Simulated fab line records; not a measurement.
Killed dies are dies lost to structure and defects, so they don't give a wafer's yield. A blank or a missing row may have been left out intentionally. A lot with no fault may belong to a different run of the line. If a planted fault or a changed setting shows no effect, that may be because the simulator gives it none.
Matching of chambers    flow n5Finfet    uvCure-02 running N5_BEOL_M6_CURE_75: 3 sister chambers
The step cures SiCOH lowk, time 120 s. 20 wafers are shown with their chamber, then 10 later ones without.

WAFERS WITH THEIR CHAMBER
wafer   chamber  wafer_temp_C_max  lampPowerPct (%)
L075.1  1        371.8             52.38
L075.5  1        371.9             52.42
L075.6  1        372.4             52.34
L078.1  2        371.2             52.30
L078.5  2        371.1             52.24
L078.6  2        371.5             52.26
L083.4  1        371.6             52.28
L083.5  1        372.3             52.37
L083.6  1        372.3             52.21
L086.2  0        371.0             52.36
L086.4  0        371.0             52.36
L086.6  0        370.7             52.25
L089.1  0        371.0             52.29
L089.3  0        371.2             52.30
L089.4  0        370.9             52.30
L085.1  0        371.2             52.35
L085.4  0        371.0             52.27
L085.6  0        370.8             52.34
L085.2  0        371.1             52.24
L085.3  0        370.7             52.34

SIGNATURES (averages over the wafers above)
reading           chamber 0  chamber 1  chamber 2  scatter within a chamber
wafer_temp_C_max  370.964    372.050    371.267    0.234
lampPowerPct      52.3091    52.3333    52.2667    0.0543
Rule: for a wafer and a chamber, the distance is found by dividing, reading by reading, the gap between the wafer's reading and the chamber's mean by the reading's scatter, squaring, summing and taking the root. The wafer belongs to the nearest chamber; if the next one is less than 2 further off, it can't be placed. The scatter: the root of (the sum of the squares of (reading less its chamber's mean) over the shown wafers, divided by (wafers less chambers)).

WAFERS WITHOUT THEIR CHAMBER
wafer   wafer_temp_C_max  lampPowerPct (%)
L085.5  370.9             52.29
L093.1  371.0             52.33
L093.4  370.9             52.26
L093.5  371.0             52.28
L092.2  372.5             52.39
L092.4  371.8             52.38
L092.6  372.6             52.23
L094.1  371.0             52.30
L094.2  371.1             52.29
L094.4  371.3             52.30

EACH ONE'S CHAMBER
wafer   from the rows above      in truth
L085.5  can't be placed: 0 or 2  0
L093.1  can't be placed: 0 or 2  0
L093.4  can't be placed: 0 or 2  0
L093.5  can't be placed: 0 or 2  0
L092.2  1                        1
L092.4  can't be placed: 1 or 2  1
L092.6  1                        1
L094.1  can't be placed: 0 or 2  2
L094.2  can't be placed: 0 or 2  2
L094.4  can't be placed: 2 or 0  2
Correct placement for 2 of the 10. From these rows, 8 cannot be placed; in 8 the true chamber is one of the candidates. Placed wrongly: 0.
